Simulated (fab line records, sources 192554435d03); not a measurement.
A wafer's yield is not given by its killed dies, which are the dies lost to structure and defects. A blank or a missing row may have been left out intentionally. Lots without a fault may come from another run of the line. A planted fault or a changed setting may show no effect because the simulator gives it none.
fab line records	flow n5_finfet
record lots=24	wafers=72	last_day=17
route steps=1938 shown BEOL_M7@1265
lots untouched by any fault: they come from a run of this same line in which no faults occurred
start_h: the number of hours between the record's first day and the start of the first shown wafer of the lot	wait_h: how many hours have passed since the lot's step before this one	" as in the row above	L1.1+2: a row that stands for several wafers	- no value present, or no start provided	* or withheld: withheld	< > ~ a bound
route shown NAME@n: NAME is a module with steps in the file, n the number in the route of the first one	usual: average and standard deviation across the fault-free wafers	same: alike in all rows	chamber/n: place in a boat	sites: the reading at each site	_std_site: the standard deviation of these	_edge_site: outer sites' mean less inner sites'	radius_mm: how far each site lies from the wafer's centre	mask NAME#n: copy n	behind: tool/chamber where the wafer was last shaped	hold: what put the lot on hold/how long, in hours/how the hold closed	device: the n, p or np transistor that did not switch	end of line: tests of these same wafers at the route's end	step lacking rows: just its recipe	killed: count of dies lost to structure and defects at first sort (not the wafer's yield)	map: a wafer's dies, x killed, . not, _ none there
set.NAME: setting as actually run; set.NAME@STEP: the setting as run at that earlier step	model.NAME: the simulator's own value behind a step, which no gauge read
route steps across a sampled set of lots; one table per step, one row per wafer
services: the hour from which a tool's chamber was out of use, counted from the record's first day as start_h (under 0 if before that day), plus the number of hours and why
## steps
# step N5_BEOL_M7_THK_MEAS_01
# recipe reads=SiCOH_lowk_of_BEOL_M7_ILD_DEP_00
# usual M7_ILD_THK=154.5/2.2
lot.wafer	tool	chamber	start_h	wait_h	M7_ILD_THK[nm]
L076.1	film_metro-02	-	189.86	0.4	156.0
L076.3	"	-	"	"	155.2
L076.5	"	-	"	"	155.3
L074.2	film_metro-02	-	198.91	0.4	155.9
L074.3	"	-	"	"	157.3
L074.5	"	-	"	"	153.9
L075.1	film_metro-01	-	204.36	0.4	150.0
L075.3	"	-	"	"	152.8
L075.5	"	-	"	"	155.4
L077.1	film_metro-01	-	219.75	0.4	150.0
L077.3	"	-	"	"	153.8
L077.6	"	-	"	"	156.0
L078.1	film_metro-01	-	220.65	0.4	152.5
L078.3	"	-	"	"	152.6
L078.6	"	-	"	"	152.4
L079.1	film_metro-02	-	225.13	0.4	153.8
L079.3	"	-	"	"	152.6
L079.6	"	-	"	"	154.8
L081.2	film_metro-01	-	225.66	0.4	154.2
L081.3	"	-	"	"	151.5
L081.5	"	-	"	"	156.0
L080.1	film_metro-02	-	226.14	0.4	154.1
L080.3	"	-	"	"	151.4
L080.5	"	-	"	"	154.1
L082.1	film_metro-02	-	246.17	0.4	155.1
L082.2	"	-	"	"	153.3
L082.3	"	-	"	"	150.2
L083.2	film_metro-01	-	250.70	0.4	152.1
L083.4	"	-	"	"	156.6
L083.5	"	-	"	"	156.3
L084.2	film_metro-01	-	251.06	0.7	152.5
L084.3	"	-	"	"	154.2
L084.5	"	-	"	"	156.0
L085.3	film_metro-01	-	254.19	0.3	154.1
L085.4	"	-	"	"	157.7
L085.6	"	-	"	"	157.2
L086.1	film_metro-01	-	258.46	0.4	150.9
L086.3	"	-	"	"	159.6
L086.4	"	-	"	"	157.7
L087.1	film_metro-02	-	270.81	0.4	153.7
L087.3	"	-	"	"	153.6
L087.6	"	-	"	"	157.1
L089.4	film_metro-01	-	274.93	0.2	158.5
L089.5	"	-	"	"	153.1
L089.6	"	-	"	"	157.3
L088.1	film_metro-01	-	275.55	0.8	154.0
L088.3	"	-	"	"	155.4
L088.5	"	-	"	"	157.9
L090.1	film_metro-02	-	278.84	0.4	153.1
L090.2	"	-	"	"	153.6
L090.5	"	-	"	"	155.0
L091.2	film_metro-02	-	284.10	0.4	151.2
L091.3	"	-	"	"	153.0
L091.4	"	-	"	"	153.1
L093.2	film_metro-02	-	304.77	0.4	154.0
L093.4	"	-	"	"	157.6
L093.5	"	-	"	"	154.8
L092.2	film_metro-01	-	305.15	0.4	154.3
L092.5	"	-	"	"	157.9
L092.6	"	-	"	"	153.9
L095.1	film_metro-01	-	316.29	0.4	151.5
L095.3	"	-	"	"	154.3
L095.4	"	-	"	"	157.8
L094.1	film_metro-02	-	316.41	0.4	149.8
L094.4	"	-	"	"	153.6
L094.6	"	-	"	"	152.9
L096.1	film_metro-02	-	321.28	0.4	152.7
L096.3	"	-	"	"	154.8
L096.4	"	-	"	"	157.0
L097.2	film_metro-01	-	321.86	0.4	152.7
L097.5	"	-	"	"	158.0
L097.6	"	-	"	"	155.2
# step N5_BEOL_M7_PECVD_70
# recipe material=SiO2	target_thk_a=200	temp_c=400	precursor=TEOS/O2	pressure_torr=5.5	rf_w=450	teos_flow_sccm=53.8	gas=O2	flow_sccm=3000	time_s=22.7
# usual heater_power_w=708/90	showerhead_plenum_p_Torr=8.80/0.073	throttle_valve_pct=22.9/0.99
lot.wafer	tool	chamber	start_h	wait_h	heater_power_w	showerhead_plenum_p_Torr	throttle_valve_pct
L076.1	pecvd-04	2	189.90	0.0	647	8.79	21.2
L076.3	"	1	"	"	624	8.75	23.7
L076.5	"	2	"	"	669	8.79	21.4
L074.2	pecvd-02	1	198.95	0.0	780	8.92	23.5
L074.3	"	2	"	"	738	8.68	21.9
L074.5	"	0	"	"	599	8.74	23.5
L075.1	pecvd-02	0	204.40	0.0	665	8.75	23.3
L075.3	"	2	"	"	615	8.66	21.5
L075.5	"	2	"	"	619	8.66	21.8
L077.1	pecvd-01	2	219.79	0.0	601	8.82	21.3
L077.3	"	1	"	"	854	8.79	22.8
L077.6	"	2	"	"	627	8.82	21.2
L078.1	pecvd-01	0	220.69	0.0	795	8.85	23.6
L078.3	"	2	"	"	712	8.84	21.3
L078.6	"	2	"	"	694	8.83	21.4
L079.1	pecvd-02	0	225.17	0.0	666	8.73	23.0
L079.3	"	1	"	"	780	8.91	23.3
L079.6	"	0	"	"	667	8.74	22.9
L081.2	pecvd-01	1	225.69	0.0	912	8.78	22.9
L081.3	"	0	"	"	783	8.84	24.0
L081.5	"	2	"	"	729	8.83	21.4
L080.1	pecvd-04	1	226.17	0.0	611	8.74	23.6
L080.3	"	2	"	"	582	8.77	21.1
L080.5	"	1	"	"	622	8.74	23.3
L082.1	pecvd-04	1	246.20	0.0	684	8.78	23.9
L082.2	"	2	"	"	654	8.78	21.1
L082.3	"	0	"	"	616	8.85	23.8
L083.2	pecvd-01	2	250.73	0.0	736	8.82	21.4
L083.4	"	1	"	"	911	8.78	22.9
L083.5	"	0	"	"	698	8.85	23.9
L084.2	pecvd-04	1	251.09	0.0	620	8.79	23.8
L084.3	"	0	"	"	667	8.84	24.2
L084.5	"	1	"	"	627	8.78	23.8
L085.3	pecvd-01	2	254.23	0.0	686	8.80	21.7
L085.4	"	1	"	"	842	8.77	22.6
L085.6	"	2	"	"	695	8.85	21.3
L086.1	pecvd-04	2	258.49	0.0	650	8.79	21.4
L086.3	"	0	"	"	611	8.84	24.2
L086.4	"	2	"	"	669	8.78	21.4
L087.1	pecvd-02	2	270.85	0.0	730	8.68	22.1
L087.3	"	1	"	"	801	8.92	23.7
L087.6	"	1	"	"	767	8.90	23.3
L089.4	pecvd-02	0	274.98	0.1	667	8.74	23.1
L089.5	"	1	"	"	704	8.92	23.5
L089.6	"	2	"	"	598	8.68	21.8
L088.1	pecvd-01	2	275.58	0.0	619	8.85	21.6
L088.3	"	1	"	"	922	8.79	22.9
L088.5	"	0	"	"	770	8.85	24.0
L090.1	pecvd-02	0	278.88	0.0	605	8.74	23.2
L090.2	"	2	"	"	729	8.70	22.0
L090.5	"	1	"	"	718	8.94	23.1
L091.2	pecvd-02	2	284.13	0.0	652	8.66	22.0
L091.3	"	1	"	"	709	8.92	23.4
L091.4	"	1	"	"	679	8.90	23.3
L093.2	pecvd-04	2	304.80	0.0	681	8.80	20.2
L093.4	"	2	"	"	698	8.78	20.1
L093.5	"	1	"	"	636	8.79	23.7
L092.2	pecvd-02	0	305.18	0.0	627	8.74	23.3
L092.5	"	2	"	"	742	8.69	22.2
L092.6	"	0	"	"	611	8.75	23.1
L095.1	pecvd-02	2	316.33	0.0	716	8.67	22.3
L095.3	"	0	"	"	673	8.73	23.5
L095.4	"	1	"	"	761	8.92	23.5
L094.1	pecvd-01	1	316.45	0.0	874	8.76	23.1
L094.4	"	1	"	"	864	8.78	22.7
L094.6	"	0	"	"	837	8.85	23.7
L096.1	pecvd-02	1	321.31	0.0	676	8.90	23.5
L096.3	"	0	"	"	614	8.76	23.3
L096.4	"	1	"	"	674	8.91	23.5
L097.2	pecvd-01	2	321.90	0.0	699	8.84	21.5
L097.5	"	0	"	"	822	8.85	24.1
L097.6	"	2	"	"	697	8.81	21.7
# step N5_BEOL_M7_OVL_MEAS_12
# recipe points_per_wafer=44
# usual M7_OVL=0.4/0.68
lot.wafer	tool	chamber	start_h	wait_h	M7_OVL[nm]
L076.1	overlay-01	0	190.49	0.0	0.1
L076.3	"	0	"	"	0.3
L076.5	"	0	"	"	-0.1
L074.2	overlay-02	0	200.15	0.0	-0.5
L074.3	"	0	"	"	0.1
L074.5	"	0	"	"	-0.1
L075.1	overlay-02	0	206.48	0.0	0.8
L075.3	"	0	"	"	1.0
L075.5	"	0	"	"	1.2
L077.1	overlay-01	0	221.22	0.0	1.0
L077.3	"	0	"	"	-0.5
L077.6	"	0	"	"	0.2
L078.1	overlay-01	0	221.52	0.0	1.0
L078.3	"	0	"	"	0.7
L078.6	"	0	"	"	0.5
L079.1	overlay-01	0	227.05	0.0	0.8
L079.3	"	0	"	"	-0.4
L079.6	"	0	"	"	0.3
L081.2	overlay-02	0	227.31	0.0	1.5
L081.3	"	0	"	"	0.2
L081.5	"	0	"	"	1.0
L080.1	overlay-01	0	227.61	0.0	0.0
L080.3	"	0	"	"	-0.4
L080.5	"	0	"	"	0.6
L082.1	overlay-02	0	247.30	0.0	0.7
L082.2	"	0	"	"	0.2
L082.3	"	0	"	"	0.8
L083.2	overlay-01	0	251.99	0.0	-0.1
L083.4	"	0	"	"	-0.2
L083.5	"	0	"	"	0.0
L084.2	overlay-01	0	252.39	0.0	0.5
L084.3	"	0	"	"	0.4
L084.5	"	0	"	"	1.2
L085.3	overlay-01	0	256.49	0.0	1.6
L085.4	"	0	"	"	0.1
L085.6	"	0	"	"	0.0
L086.1	overlay-02	0	260.01	0.0	0.7
L086.3	"	0	"	"	0.3
L086.4	"	0	"	"	0.4
L087.1	overlay-01	0	273.68	0.0	1.1
L087.3	"	0	"	"	0.3
L087.6	"	0	"	"	1.2
L089.4	overlay-02	0	275.56	0.0	-0.7
L089.5	"	0	"	"	0.4
L089.6	"	0	"	"	-0.9
L088.1	overlay-01	0	276.17	0.0	0.7
L088.3	"	0	"	"	1.0
L088.5	"	0	"	"	-0.2
L090.1	overlay-02	0	280.41	0.0	0.3
L090.2	"	0	"	"	0.3
L090.5	"	0	"	"	0.0
L091.2	overlay-01	0	284.72	0.0	0.9
L091.3	"	0	"	"	2.4
L091.4	"	0	"	"	0.6
L093.2	overlay-01	0	307.09	0.0	1.2
L093.4	"	0	"	"	0.0
L093.5	"	0	"	"	0.7
L092.2	overlay-01	0	307.32	0.0	-0.2
L092.5	"	0	"	"	-0.3
L092.6	"	0	"	"	1.1
L095.1	overlay-01	0	318.09	0.0	1.2
L095.3	"	0	"	"	1.0
L095.4	"	0	"	"	0.0
L094.1	overlay-02	0	318.26	0.0	-0.3
L094.4	"	0	"	"	0.6
L094.6	"	0	"	"	0.2
L096.1	overlay-02	0	323.28	0.0	-1.1
L096.3	"	0	"	"	-0.8
L096.4	"	0	"	"	-0.4
L097.2	overlay-01	0	323.79	0.0	1.5
L097.5	"	0	"	"	0.3
L097.6	"	0	"	"	1.1
# step N5_BEOL_M7_CD_MEAS_18
# recipe pitch_nm=80	target_cd_nm=40
# usual cd_nm=39.8/0.75
lot.wafer	tool	chamber	start_h	wait_h	cd_nm
L076.1	cd_sem-02	-	191.01	0.0	39.7
L076.3	"	-	"	"	39.1
L076.5	"	-	"	"	38.2
L074.2	cd_sem-03	-	201.45	0.1	38.0
L074.3	"	-	"	"	40.2
L074.5	"	-	"	"	40.2
L075.1	cd_sem-01	-	207.12	0.0	40.3
L075.3	"	-	"	"	40.3
L075.5	"	-	"	"	40.0
L077.1	cd_sem-02	-	221.73	0.0	39.1
L077.3	"	-	"	"	38.2
L077.6	"	-	"	"	39.2
L078.1	cd_sem-03	-	222.06	0.0	39.8
L078.3	"	-	"	"	38.7
L078.6	"	-	"	"	39.5
L079.1	cd_sem-01	-	227.68	0.0	39.4
L079.3	"	-	"	"	39.0
L079.6	"	-	"	"	39.2
L081.2	cd_sem-03	-	227.90	0.1	38.6
L081.3	"	-	"	"	38.7
L081.5	"	-	"	"	39.2
L080.1	cd_sem-01	-	228.12	0.0	39.5
L080.3	"	-	"	"	39.8
L080.5	"	-	"	"	40.1
L082.1	cd_sem-02	-	247.82	0.0	38.7
L082.2	"	-	"	"	40.0
L082.3	"	-	"	"	40.8
L083.2	cd_sem-01	-	252.51	0.1	40.1
L083.4	"	-	"	"	40.4
L083.5	"	-	"	"	39.9
L084.2	cd_sem-02	-	252.94	0.1	39.1
L084.3	"	-	"	"	38.7
L084.5	"	-	"	"	40.6
L085.3	cd_sem-01	-	257.01	0.1	41.8
L085.4	"	-	"	"	40.7
L085.6	"	-	"	"	40.6
L086.1	cd_sem-02	-	260.58	0.0	40.1
L086.3	"	-	"	"	39.2
L086.4	"	-	"	"	39.5
L087.1	cd_sem-02	-	274.22	0.0	40.9
L087.3	"	-	"	"	39.2
L087.6	"	-	"	"	39.3
L089.4	cd_sem-03	-	276.35	0.1	39.6
L089.5	"	-	"	"	40.8
L089.6	"	-	"	"	40.1
L088.1	cd_sem-03	-	276.76	0.0	38.4
L088.3	"	-	"	"	39.2
L088.5	"	-	"	"	40.2
L090.1	cd_sem-03	-	281.06	0.0	40.7
L090.2	"	-	"	"	39.5
L090.5	"	-	"	"	40.1
L091.2	cd_sem-03	-	285.62	0.1	39.2
L091.3	"	-	"	"	39.5
L091.4	"	-	"	"	40.6
L093.2	cd_sem-02	-	307.61	0.1	41.0
L093.4	"	-	"	"	40.0
L093.5	"	-	"	"	41.3
L092.2	cd_sem-01	-	307.90	0.1	39.8
L092.5	"	-	"	"	41.0
L092.6	"	-	"	"	39.8
L095.1	cd_sem-02	-	318.85	0.1	38.6
L095.3	"	-	"	"	40.2
L095.4	"	-	"	"	40.1
L094.1	cd_sem-02	-	319.31	0.0	39.8
L094.4	"	-	"	"	38.6
L094.6	"	-	"	"	39.9
L096.1	cd_sem-03	-	323.79	0.0	40.3
L096.3	"	-	"	"	39.8
L096.4	"	-	"	"	39.4
L097.2	cd_sem-02	-	324.31	0.1	41.3
L097.5	"	-	"	"	39.9
L097.6	"	-	"	"	39.6
# step N5_BEOL_M7_ETCH_65
# recipe chemistry=CF4	target=SiARC	target_depth_a=156	mask_material=CAR-EUV	time_s=26	ion_energy_ev=80	pressure_mtorr=40	source_w=545	bias_w=36	Ar_flow_sccm=100	cf4_flow_sccm=100	ends=cleared
# usual drypump_motor_current_A=5.8/0.38	etch_rf_on_time_s=25.8/0.74	oes_product_au=0.66/0.082	rf_vpp_V=184.2/1.1	showerhead_plenum_p_Torr=2.14/0.059	throttle_valve_pct=15.7/0.32
lot.wafer	tool	chamber	start_h	wait_h	drypump_motor_current_A	etch_rf_on_time_s	oes_product_au	rf_hours_counter_h	rf_vpp_V	showerhead_plenum_p_Torr	throttle_valve_pct
L076.1	rie_diel-02	2	193.46	0.0	6.0	25.3	0.64	181	183.4	2.22	15.8
L076.3	"	0	"	"	5.9	24.9	0.60	247	185.6	2.16	15.7
L076.5	"	3	"	"	5.7	25.9	0.58	-	183.5	2.11	16.0
L074.2	rie_diel-01	2	202.10	0.0	5.4	25.2	0.73	72	184.3	2.16	15.7
L074.3	"	0	"	"	5.1	25.2	0.63	182	185.8	2.23	15.6
L074.5	"	3	"	"	6.3	27.0	0.57	-	185.0	2.10	15.8
L075.1	rie_diel-02	1	207.60	0.0	5.7	26.7	0.60	199	182.4	2.07	16.0
L075.3	"	3	"	"	5.7	26.0	0.59	219	182.6	2.10	16.0
L075.5	"	1	"	"	5.7	26.6	0.60	-	183.4	2.07	16.0
L078.1	rie_diel-03	3	223.65	0.0	6.6	27.3	0.74	46	185.3	2.26	15.4
L078.3	"	1	"	"	5.7	26.7	0.61	183	184.4	2.12	15.9
L078.6	"	1	"	"	5.7	26.5	0.61	-	182.7	2.12	15.9
L077.1	rie_diel-01	0	223.78	0.0	5.1	25.0	0.63	192	184.9	2.22	15.7
L077.3	"	1	"	"	5.7	25.5	0.82	5	184.0	2.09	15.0
L077.6	"	2	"	"	5.4	25.3	0.72	-	183.9	2.15	15.7
L079.1	rie_diel-01	2	229.89	0.0	5.4	25.1	0.73	84	183.1	2.15	15.7
L079.3	"	1	"	"	5.6	25.2	0.81	8	183.9	2.09	15.0
L079.6	"	0	"	"	5.1	25.0	0.63	-	184.9	2.22	15.7
L081.2	rie_diel-03	0	230.14	0.0	6.1	27.1	0.62	173	185.5	2.21	15.5
L081.3	"	3	"	"	6.6	27.0	0.74	47	187.1	2.26	15.4
L081.5	"	0	"	"	6.1	26.9	0.63	-	185.8	2.21	15.5
L080.1	rie_diel-02	2	230.65	0.0	6.0	25.7	0.62	194	185.5	2.22	15.8
L080.3	"	0	"	"	5.9	24.4	0.84	2	185.8	2.16	15.2
L080.5	"	2	"	"	6.0	25.3	0.63	-	184.7	2.22	15.8
L082.1	rie_diel-02	0	248.41	0.0	5.9	24.7	0.81	8	185.4	2.16	15.2
L082.2	"	3	"	"	5.8	25.8	0.59	230	184.6	2.10	16.1
L082.3	"	1	"	"	5.7	27.0	0.58	213	181.5	2.06	16.1
L084.2	rie_diel-02	2	255.43	0.0	6.0	25.7	0.62	201	184.8	2.22	15.8
L084.3	"	0	"	"	5.9	24.2	0.81	10	185.7	2.16	15.2
L084.5	"	1	"	"	5.7	26.4	0.60	-	183.7	2.06	16.1
L083.2	rie_diel-01	0	255.93	0.0	5.1	25.0	0.62	204	186.5	2.22	15.7
L083.4	"	1	"	"	5.6	25.6	0.79	-	184.5	2.08	15.0
L083.5	"	2	"	"	5.4	25.6	0.71	-	183.4	2.15	15.8
L085.3	rie_diel-02	1	259.25	0.0	5.7	27.0	0.59	216	182.0	2.06	16.1
L085.4	"	2	"	"	6.0	25.9	0.62	203	184.8	2.22	15.8
L085.6	"	3	"	"	5.8	25.8	0.58	-	182.4	2.10	16.1
L086.1	rie_diel-03	3	264.59	0.0	6.6	27.7	0.72	57	184.8	2.25	15.4
L086.3	"	0	"	"	6.1	27.1	0.62	184	183.8	2.21	15.5
L086.4	"	1	"	"	5.7	26.8	0.61	194	184.2	2.12	15.9
L087.1	rie_diel-02	3	274.93	0.0	5.7	25.7	0.58	238	183.7	2.10	16.1
L087.3	"	2	"	"	6.0	25.7	0.62	206	184.9	2.21	15.8
L087.6	"	2	"	"	6.0	25.8	0.61	-	184.1	2.22	15.8
L088.1	rie_diel-03	1	278.73	0.0	5.7	26.2	0.61	198	182.9	2.12	15.9
L088.3	"	3	"	"	6.6	27.1	0.72	61	186.3	2.25	15.4
L088.5	"	1	"	"	5.7	26.3	0.60	-	185.2	2.12	16.0
L089.4	rie_diel-01	2	278.91	0.0	5.4	25.2	0.70	-	184.1	2.15	15.8
L089.5	"	0	"	"	5.1	25.4	0.61	-	185.6	2.21	15.7
L089.6	"	1	"	"	5.6	25.3	0.79	-	183.6	2.08	15.1
L090.1	rie_diel-02	3	282.34	0.0	5.7	26.0	0.57	241	183.5	2.10	16.1
L090.2	"	2	"	"	6.0	25.6	0.62	209	184.5	2.21	15.8
L090.5	"	2	"	"	6.0	25.9	0.61	-	185.7	2.21	15.8
L091.2	rie_diel-03	3	286.36	0.0	6.5	27.5	0.72	65	185.2	2.25	15.4
L091.3	"	2	"	"	6.4	26.0	0.61	195	183.7	2.13	15.7
L091.4	"	1	"	"	5.7	26.7	0.60	200	185.6	2.12	15.9
L093.2	rie_diel-01	2	310.46	0.0	5.4	25.6	0.69	112	184.4	2.14	15.8
L093.4	"	1	"	"	5.7	25.8	0.77	36	183.8	2.08	15.1
L093.5	"	0	"	"	5.1	25.7	0.60	-	184.3	2.21	15.7
L092.2	rie_diel-02	0	310.51	0.0	5.9	24.5	0.78	26	186.5	2.15	15.2
L092.5	"	2	"	"	5.9	25.8	0.61	-	183.4	2.21	15.8
L092.6	"	1	"	"	5.7	26.9	0.58	-	182.9	2.06	16.1
L095.1	rie_diel-01	3	319.70	0.0	6.4	25.8	0.82	13	184.8	2.10	15.2
L095.3	"	1	"	"	5.7	25.6	0.76	39	184.0	2.08	15.1
L095.4	"	0	"	"	5.1	25.0	0.61	225	185.3	2.21	15.7
L094.1	rie_diel-01	3	320.10	0.0	6.3	26.0	0.82	13	183.0	2.10	15.2
L094.4	"	2	"	"	5.4	25.5	0.69	116	184.1	2.14	15.8
L094.6	"	2	"	"	5.4	25.3	0.69	-	184.1	2.14	15.8
L096.1	rie_diel-01	3	324.45	0.0	6.3	25.9	0.81	15	183.2	2.10	15.2
L096.3	"	0	"	"	5.1	24.8	0.61	227	185.2	2.21	15.7
L096.4	"	1	"	"	5.6	25.6	0.76	41	183.5	2.08	15.1
L097.2	rie_diel-01	1	324.95	0.0	5.7	25.4	0.76	41	184.4	2.08	15.1
L097.5	"	3	"	"	6.3	25.7	0.81	-	183.8	2.10	15.2
L097.6	"	1	"	"	5.6	25.4	0.76	-	184.1	2.08	15.1
# step N5_BEOL_M7_CMP_52
# recipe stop_on=SiCOH_lowk	t_overpolish_s=6.9	down_force_psi=1	platen_rpm=50	clearing_platen_down_force_psi=1.5	clearing_platen_rpm=50	post_cmp_clean=cu_alkaline	target_thk_nm=80	clearing_platen_pad_velocity_m_s=0.99484	pad_velocity_m_s=0.99484
# usual barrier_field_endpoint_s=29.0/1.2	motor_current_A=5.9/0.6	overpolish_run_s=6.900/0.0088	time_to_endpoint_s=63/5.4
# same t_overpolish_s=6.9
lot.wafer	tool	chamber	start_h	wait_h	barrier_field_endpoint_s	motor_current_A	overpolish_run_s	time_to_endpoint_s
L076.3	cmp-04	0	196.17	0.2	28.4	5.3	6.898	61
L076.1	"	1	"	"	28.2	6.9	6.898	64
L076.5	"	0	"	"	28.1	5.1	6.902	60
L074.2	cmp-01	2	204.64	0.2	26.9	5.0	6.900	56
L074.3	"	3	"	"	28.8	5.5	6.913	63
L074.5	"	1	"	"	30.9	6.6	6.887	73
L075.1	cmp-02	2	210.18	0.3	28.7	5.4	6.917	63
L075.3	"	0	"	"	28.1	5.3	6.901	61
L075.5	"	2	"	"	28.9	5.5	6.901	61
L077.1	cmp-04	2	227.21	0.3	28.0	6.8	6.885	56
L077.3	"	1	"	"	28.6	6.8	6.898	60
L077.6	"	2	"	"	27.8	6.5	6.917	58
L078.1	cmp-02	3	227.26	0.3	28.3	5.6	6.905	58
L078.3	"	0	"	"	27.0	5.6	6.882	59
L078.6	"	2	"	"	29.7	5.4	6.895	67
L079.1	cmp-02	1	232.44	0.3	31.6	5.4	6.904	73
L079.3	"	2	"	"	30.1	5.6	6.920	66
L079.6	"	1	"	"	32.5	5.9	6.904	74
L081.3	cmp-02	2	233.16	0.3	30.7	5.4	6.891	70
L081.2	"	3	"	"	28.9	5.8	6.899	61
L081.5	"	0	"	"	28.9	5.6	6.904	65
L080.1	cmp-04	3	234.58	0.3	29.1	6.4	6.899	65
L080.3	"	0	"	"	29.2	5.1	6.905	63
L080.5	"	3	"	"	29.9	6.0	6.905	66
L082.1	cmp-04	1	250.97	0.3	28.0	7.0	6.887	58
L082.3	"	2	"	"	28.3	6.1	6.918	60
L082.2	"	3	"	"	28.4	6.4	6.904	62
L084.2	cmp-04	3	258.82	0.2	30.1	6.4	6.917	69
L084.3	"	0	"	"	29.5	5.2	6.910	64
L084.5	"	3	"	"	30.2	6.3	6.915	68
L083.4	cmp-01	1	259.23	0.3	31.3	6.5	6.904	73
L083.2	"	3	"	"	28.8	5.9	6.882	65
L083.5	"	1	"	"	31.0	6.6	6.889	74
L085.4	cmp-01	3	265.73	0.2	28.1	6.1	6.902	61
L085.3	"	1	"	"	30.1	6.4	6.909	71
L085.6	"	3	"	"	28.5	5.6	6.906	63
L086.4	cmp-04	0	269.01	0.1	29.1	5.1	6.902	58
L086.1	"	1	"	"	29.4	6.8	6.885	64
L086.3	"	3	"	"	29.7	6.2	6.904	63
L087.1	cmp-02	1	277.29	0.5	30.7	6.1	6.888	74
L087.3	"	3	"	"	27.1	5.8	6.901	60
L087.6	"	1	"	"	30.1	5.9	6.902	72
L088.1	cmp-04	0	282.55	0.3	27.7	5.3	6.886	60
L088.3	"	1	"	"	27.4	6.7	6.904	58
L088.5	"	0	"	"	29.0	5.1	6.892	60
L089.4	cmp-01	3	282.66	0.2	28.2	5.7	6.898	60
L089.6	"	1	"	"	30.6	6.5	6.906	69
L089.5	"	2	"	"	27.0	5.0	6.908	55
L090.2	cmp-04	1	285.41	0.2	29.7	7.0	6.896	65
L090.1	"	3	"	"	28.5	6.3	6.910	64
L090.5	"	0	"	"	28.4	5.0	6.907	60
L091.4	cmp-01	3	288.72	0.1	28.2	5.5	6.909	62
L091.2	"	0	"	"	28.1	5.7	6.900	60
L091.3	"	1	"	"	29.9	6.2	6.901	70
L093.4	cmp-02	0	312.61	0.1	27.9	5.4	6.902	60
L093.2	"	2	"	"	27.9	5.3	6.910	64
L093.5	"	1	"	"	30.4	5.9	6.892	71
L092.2	cmp-01	1	312.85	0.3	30.0	7.0	6.898	69
L092.6	"	3	"	"	29.3	5.9	6.910	62
L092.5	"	0	"	"	29.0	5.8	6.901	59
L095.3	cmp-01	1	323.03	0.3	30.5	6.7	6.892	73
L095.1	"	3	"	"	29.8	6.1	6.897	60
L095.4	"	0	"	"	28.6	5.9	6.905	63
L094.1	cmp-02	3	323.66	0.6	27.9	5.7	6.910	57
L094.4	"	0	"	"	28.8	5.5	6.900	60
L094.6	"	2	"	"	29.0	5.3	6.902	60
L097.2	cmp-01	0	328.20	0.2	27.9	6.0	6.892	57
L097.5	"	3	"	"	28.9	5.5	6.902	63
L097.6	"	0	"	"	28.7	6.0	6.902	61
L096.1	cmp-04	3	328.26	0.5	29.0	6.1	6.881	65
L096.4	"	0	"	"	27.7	5.4	6.887	59
L096.3	"	1	"	"	27.9	6.8	6.911	59
## services
tool	chamber	start_h	hours	kind
cmp-01	-	171.90	0.8	repair
cmp-04	-	183.56	0.9	repair
cmp-01	-	196.55	4.0	pm
rie_diel-03	-	198.08	1.1	repair
rie_diel-03	-	199.54	2.6	repair
pecvd-02	1	205.67	4.9	repair
rie_diel-01	3	213.02	48.6	repair
cmp-01	-	213.32	1.2	repair
rie_diel-03	0	216.61	2.9	repair
cmp-04	-	244.19	3.7	pm
cmp-02	-	244.28	4.8	pm
cmp-02	-	256.68	4.0	pm
pecvd-04	2	272.32	2.5	repair
cmp-04	-	275.10	4.0	pm
rie_diel-03	-	283.25	0.1	repair
cmp-02	-	292.57	1.2	repair
pecvd-01	2	298.12	1.9	repair
pecvd-01	-	301.37	14.6	pm
cmp-01	-	303.99	0.9	repair
cmp-01	-	305.30	2.1	repair
cmp-04	-	306.94	3.3	pm
rie_diel-02	1	311.81	7.9	repair
rie_diel-02	3	314.33	6.4	repair
pecvd-02	-	317.36	0.8	repair
## key
fault none
